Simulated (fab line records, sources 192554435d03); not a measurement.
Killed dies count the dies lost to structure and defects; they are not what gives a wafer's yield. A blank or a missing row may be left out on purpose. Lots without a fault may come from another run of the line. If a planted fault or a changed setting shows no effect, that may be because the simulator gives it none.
Which of the tools did it?	flow n5-finfet	72 wafers from 24 lots sampled at 5 of the route's 1938 steps

== WHAT EACH GAUGE READ, for each wafer ==
N5_DUMMY_GATE_INSPECT_27: inspects for defects (brightfield).
lot	measured	on	raw-defect-count
L074	day 2 22:44	defect-inspect-02	295 288 323
L075	day 3 04:19	defect-inspect-01	385 243 273
L076	day 3 13:10	defect-inspect-01	335 312 410
L077	day 3 17:23	defect-inspect-01	268 234 306
L078	day 3 22:41	defect-inspect-01	239 208 253
L079	day 4 05:55	defect-inspect-02	323 234 337
L080	day 4 13:31	defect-inspect-01	317 235 281
L081	day 4 19:37	defect-inspect-01	205 309 248
L082	day 4 22:31	defect-inspect-01	229 177 184
L083	day 5 06:02	defect-inspect-01	363 406 302
L084	day 5 09:53	defect-inspect-02	238 295 225
L085	day 5 16:23	defect-inspect-02	210 207 167
L086	day 5 23:20	defect-inspect-01	287 268 560
L087	day 6 05:05	defect-inspect-01	216 149 378
L088	day 6 11:03	defect-inspect-02	213 226 183
L089	day 6 19:26	defect-inspect-02	409 418 302
L090	day 7 01:01	defect-inspect-01	287 282 319
L091	day 7 07:04	defect-inspect-01	422 343 287
L093	day 7 19:29	defect-inspect-01	379 343 419
L092	day 7 23:26	defect-inspect-02	551 341 367
L094	day 8 02:56	defect-inspect-01	357 275 254
L095	day 8 05:08	defect-inspect-01	276 170 334
L096	day 8 11:05	defect-inspect-02	257 298 285
L097	day 8 16:34	defect-inspect-02	178 318 303

== WHAT TOOL EACH LOT RAN ON (gives the tool, then ch and the chambers of the sampled wafers, and finally the start) ==
lot	N5_STI_FIN_REVEAL_DENSIFY_30	N5_STI_FIN_REVEAL_ETCH_34	N5_DUMMY_GATE_HM_OPEN_21	N5_DUMMY_GATE_ETCH_44
L074	rtp-anneal-01 ch 0, day 2 09:13	rie-si-06 ch 1,2,3, day 2 12:16	rie-diel-01 ch 0,1,2, day 2 22:05	rie-si-03 ch 1,3, day 2 22:20
L075	rtp-anneal-02 ch 0, day 2 15:11	rie-si-04 ch 0,3, day 2 17:44	rie-diel-06 ch 0,1, day 3 03:40	rie-si-03 ch 0,2, day 3 03:55
L076	rtp-anneal-01 ch 0, day 2 22:32	rie-si-04 ch 0,1, day 3 01:04	rie-diel-06 ch 2,3, day 3 12:31	rie-si-05 ch 1,2, day 3 12:46
L077	rtp-anneal-02 ch 0, day 3 03:44	rie-si-06 ch 1,3, day 3 06:23	rie-diel-01 ch 2,3, day 3 16:45	rie-si-03 ch 0,1,3, day 3 17:00
L078	rtp-anneal-02 ch 0, day 3 09:29	rie-si-04 ch 1,2, day 3 12:01	rie-diel-03 ch 1,3, day 3 22:01	rie-si-03 ch 1,2, day 3 22:16
L079	rtp-anneal-01 ch 0, day 3 14:48	rie-si-04 ch 0,2, day 3 17:22	rie-diel-06 ch 0,3, day 4 05:08	rie-si-02 ch 0,1, day 4 05:23
L080	rtp-anneal-02 ch 0, day 3 22:00	rie-si-06 ch 1,2,3, day 4 00:44	rie-diel-03 ch 0,2, day 4 12:52	rie-si-05 ch 1,3, day 4 13:07
L081	rtp-anneal-02 ch 0, day 4 02:35	rie-si-04 ch 0,2,3, day 4 05:05	rie-diel-06 ch 0,2,3, day 4 18:59	rie-si-03 ch 1,2, day 4 19:14
L082	rtp-anneal-02 ch 0, day 4 08:50	rie-si-06 ch 0,2,3, day 4 11:23	rie-diel-03 ch 2,3, day 4 21:50	rie-si-05 ch 0,2,3, day 4 22:05
L083	rtp-anneal-01 ch 0, day 4 14:59	rie-si-06 ch 0,2,3, day 4 17:36	rie-diel-06 ch 1,2, day 5 05:20	rie-si-05 ch 1,2, day 5 05:35
L084	rtp-anneal-01 ch 0, day 4 20:25	rie-si-06 ch 0,1,2, day 4 22:56	rie-diel-06 ch 0,1,3, day 5 09:13	rie-si-02 ch 1,2, day 5 09:28
L085	rtp-anneal-02 ch 0, day 5 03:08	rie-si-04 ch 1,2,3, day 5 05:41	rie-diel-06 ch 0,1,3, day 5 15:45	rie-si-05 ch 0,2,3, day 5 16:00
L086	rtp-anneal-01 ch 0, day 5 10:04	rie-si-01 ch 0,1,2, day 5 12:37	rie-diel-01 ch 1,2,3, day 5 22:33	rie-si-02 ch 0,1,2, day 5 22:48
L087	rtp-anneal-01 ch 0, day 5 16:01	rie-si-06 ch 0,2, day 5 18:32	rie-diel-06 ch 0,1,2, day 6 04:25	rie-si-05 ch 0,1,3, day 6 04:40
L088	rtp-anneal-01 ch 0, day 5 20:47	rie-si-04 ch 0,1,3, day 5 23:22	rie-diel-06 ch 0,1,3, day 6 10:24	rie-si-02 ch 0,2,3, day 6 10:39
L089	rtp-anneal-01 ch 0, day 6 06:10	rie-si-04 ch 0,1,2, day 6 08:42	rie-diel-06 ch 2,3, day 6 18:44	rie-si-02 ch 0,3, day 6 18:59
L090	rtp-anneal-02 ch 0, day 6 11:35	rie-si-04 ch 0,1,2, day 6 14:09	rie-diel-03 ch 1,2, day 7 00:22	rie-si-02 ch 1,2, day 7 00:37
L091	rtp-anneal-02 ch 0, day 6 15:07	rie-si-06 ch 0,1, day 6 19:13	rie-diel-06 ch 1,2, day 7 06:25	rie-si-03 ch 2,3, day 7 06:40
L093	rtp-anneal-02 ch 0, day 7 06:08	rie-si-04 ch 0,2,3, day 7 08:39	rie-diel-06 ch 1,3, day 7 18:41	rie-si-05 ch 0,2,3, day 7 18:56
L092	rtp-anneal-02 ch 0, day 7 08:33	rie-si-04 ch 0,2,3, day 7 11:14	rie-diel-01 ch 0,1,3, day 7 22:44	rie-si-02 ch 0,2,3, day 7 22:59
L094	rtp-anneal-02 ch 0, day 7 10:26	rie-si-01 ch 0,2,3, day 7 13:08	rie-diel-06 ch 0,1, day 8 02:17	rie-si-05 ch 0,2,3, day 8 02:32
L095	rtp-anneal-02 ch 0, day 7 14:53	rie-si-01 ch 0,1,2, day 7 17:29	rie-diel-03 ch 1,3, day 8 04:29	rie-si-05 ch 1,3, day 8 04:44
L096	rtp-anneal-02 ch 0, day 7 21:41	rie-si-06 ch 0,3, day 8 00:15	rie-diel-03 ch 0,1, day 8 10:27	rie-si-03 ch 0,2,3, day 8 10:42
L097	rtp-anneal-02 ch 0, day 8 03:11	rie-si-04 ch 1,3, day 8 05:44	rie-diel-06 ch 0,3, day 8 15:55	rie-si-05 ch 2,3, day 8 16:10
- N5_STI_FIN_REVEAL_DENSIFY_30
- N5_STI_FIN_REVEAL_ETCH_34: etches Si in H2, material Si, target depth 0.97 nm.
- N5_DUMMY_GATE_HM_OPEN_21: chemistry CH3F/O2, target SiNx, target depth 120 nm, time 171.4 s.
- N5_DUMMY_GATE_ETCH_44: etches poly-Si in HBr/O2, stops on SiO2, target depth 127.5 nm.

== WHAT THE TOOLS THEMSELVES READ (means of the sampled wafers that have a number; where no wafer has one, the mark that the record gives instead) ==
N5_STI_FIN_REVEAL_DENSIFY_30.
lot	tool	lamp-power-pct (%)
L074	rtp-anneal-01	11.56
L075	rtp-anneal-02	11.53
L076	rtp-anneal-01	11.51
L077	rtp-anneal-02	11.49
L078	rtp-anneal-02	11.51
L079	rtp-anneal-01	11.55
L080	rtp-anneal-02	11.45
L081	rtp-anneal-02	11.52
L082	rtp-anneal-02	11.50
L083	rtp-anneal-01	11.57
L084	rtp-anneal-01	11.54
L085	rtp-anneal-02	11.48
L086	rtp-anneal-01	11.56
L087	rtp-anneal-01	11.56
L088	rtp-anneal-01	11.56
L089	rtp-anneal-01	11.49
L090	rtp-anneal-02	11.58
L091	rtp-anneal-02	11.52
L093	rtp-anneal-02	11.47
L092	rtp-anneal-02	11.51
L094	rtp-anneal-02	11.48
L095	rtp-anneal-02	11.52
L096	rtp-anneal-02	11.62
L097	rtp-anneal-02	11.54

N5_STI_FIN_REVEAL_ETCH_34.
lot	tool	drypump-motor-current-A (A)	oes-product-au (a.u.)	throttle-valve-pct (%)
L074	rie-si-06	5.5	0.999	25.9
L075	rie-si-04	5.1	0.996	25.7
L076	rie-si-04	6.0	0.976	25.5
L077	rie-si-06	5.8	1.004	25.7
L078	rie-si-04	6.1	0.990	25.3
L079	rie-si-04	5.4	1.022	26.1
L080	rie-si-06	5.5	0.998	25.9
L081	rie-si-04	5.3	1.008	25.8
L082	rie-si-06	5.6	1.013	25.7
L083	rie-si-06	5.6	1.000	25.7
L084	rie-si-06	5.4	0.984	25.8
L085	rie-si-04	5.6	0.984	25.5
L086	rie-si-01	5.5	1.008	26.3
L087	rie-si-06	5.5	0.986	25.5
L088	rie-si-04	5.6	0.987	25.5
L089	rie-si-04	5.8	1.006	25.7
L090	rie-si-04	5.7	0.998	25.7
L091	rie-si-06	5.5	0.983	25.7
L093	rie-si-04	5.3	1.003	25.8
L092	rie-si-04	5.3	1.010	25.8
L094	rie-si-01	5.7	1.032	26.2
L095	rie-si-01	5.6	1.020	26.3
L096	rie-si-06	5.9	1.022	25.5
L097	rie-si-04	5.5	0.969	25.3

N5_DUMMY_GATE_HM_OPEN_21.
lot	tool	drypump-motor-current-A (A)	mfc-ar-sccm (sccm)	oes-product-au (a.u.)	rf-vpp-V (V)	showerhead-plenum-p-Torr (Torr)	throttle-valve-pct (%)
L074	rie-diel-01	5.3	150.5	0.80	294	2.07	16.49
L075	rie-diel-06	5.5	150.1	0.77	293	1.99	16.48
L076	rie-diel-06	5.5	149.8	0.78	312	2.08	16.35
L077	rie-diel-01	6.0	150.2	0.82	293	2.02	16.47
L078	rie-diel-03	5.6	149.8	0.69	295	2.08	16.60
L079	rie-diel-06	5.9	150.2	0.82	310	2.07	16.42
L080	rie-diel-03	6.5	150.1	0.68	303	2.03	16.61
L081	rie-diel-06	5.6	150.1	0.87	307	2.02	16.29
L082	rie-diel-03	5.8	149.4	0.71	298	2.06	16.67
L083	rie-diel-06	5.0	150.0	0.81	293	2.00	16.29
L084	rie-diel-06	5.6	150.2	0.77	302	2.02	16.48
L085	rie-diel-06	5.7	150.0	0.77	303	2.02	16.48
L086	rie-diel-01	5.6	150.0	0.77	295	2.02	16.47
L087	rie-diel-06	5.4	149.8	0.81	297	1.98	16.35
L088	rie-diel-06	5.7	150.1	0.77	301	2.02	16.49
L089	rie-diel-06	5.2	149.7	0.88	308	2.03	16.09
L090	rie-diel-03	6.3	149.6	0.77	300	2.02	16.55
L091	rie-diel-06	5.0	149.8	0.79	293	1.99	16.31
L093	rie-diel-06	5.3	149.9	0.76	298	2.04	16.46
L092	rie-diel-01	5.3	150.1	0.73	294	2.01	16.59
L094	rie-diel-06	5.4	149.7	0.72	292	1.98	16.56
L095	rie-diel-03	5.6	149.3	0.85	296	2.07	16.34
L096	rie-diel-03	6.2	150.5	0.74	304	2.07	16.32
L097	rie-diel-06	5.9	149.6	0.78	310	2.06	16.48

N5_DUMMY_GATE_ETCH_44.
lot	tool	drypump-motor-current-A (A)	oes-product-au (a.u.)	throttle-valve-pct (%)
L074	rie-si-03	6.3	0.725	18.43
L075	rie-si-03	5.4	0.719	18.30
L076	rie-si-05	5.4	0.725	18.64
L077	rie-si-03	5.8	0.716	18.39
L078	rie-si-03	6.1	0.717	18.57
L079	rie-si-02	5.2	0.742	18.64
L080	rie-si-05	5.5	0.723	18.45
L081	rie-si-03	5.9	0.713	18.62
L082	rie-si-05	5.0	0.717	18.53
L083	rie-si-05	5.6	0.728	18.52
L084	rie-si-02	5.1	0.724	18.57
L085	rie-si-05	5.0	0.730	18.54
L086	rie-si-02	5.1	0.740	18.60
L087	rie-si-05	5.2	0.719	18.42
L088	rie-si-02	5.3	0.723	18.55
L089	rie-si-02	5.6	0.732	18.44
L090	rie-si-02	5.0	0.722	18.56
L091	rie-si-03	6.4	0.732	18.39
L093	rie-si-05	5.0	0.721	18.52
L092	rie-si-02	5.2	0.735	18.55
L094	rie-si-05	5.0	0.724	18.53
L095	rie-si-05	5.1	0.714	18.47
L096	rie-si-03	5.9	0.718	18.34
L097	rie-si-05	5.0	0.724	18.67

== THE ANSWER, worked out from the rows above alone ==
Rule: the usual values come from the lots themselves. Put in order of their means at a reading, lots are off if they are a third of the lots or fewer, leave a main group of 4 or more, and stand apart from it by a gap of 3 or more times the standard deviation of the main group's means; of several such gaps the widest counts. A main group is skipped when, at the precision printed for the reading in the tables above, its means are all equal. Also off: a lot with no number at a reading for which 4 or more lots have one. The other lots that the step has rows for count as sound. First the gauges in route order, then the tools' own readings, where a lot's mean is used as printed above. At the first step where some lot is off, the reading lying furthest off is the one used; lots without a number count as furthest.
None of the lots is off at any reading shown; this tells nothing.

== WHAT THE SIMULATOR HAD PUT IN ==
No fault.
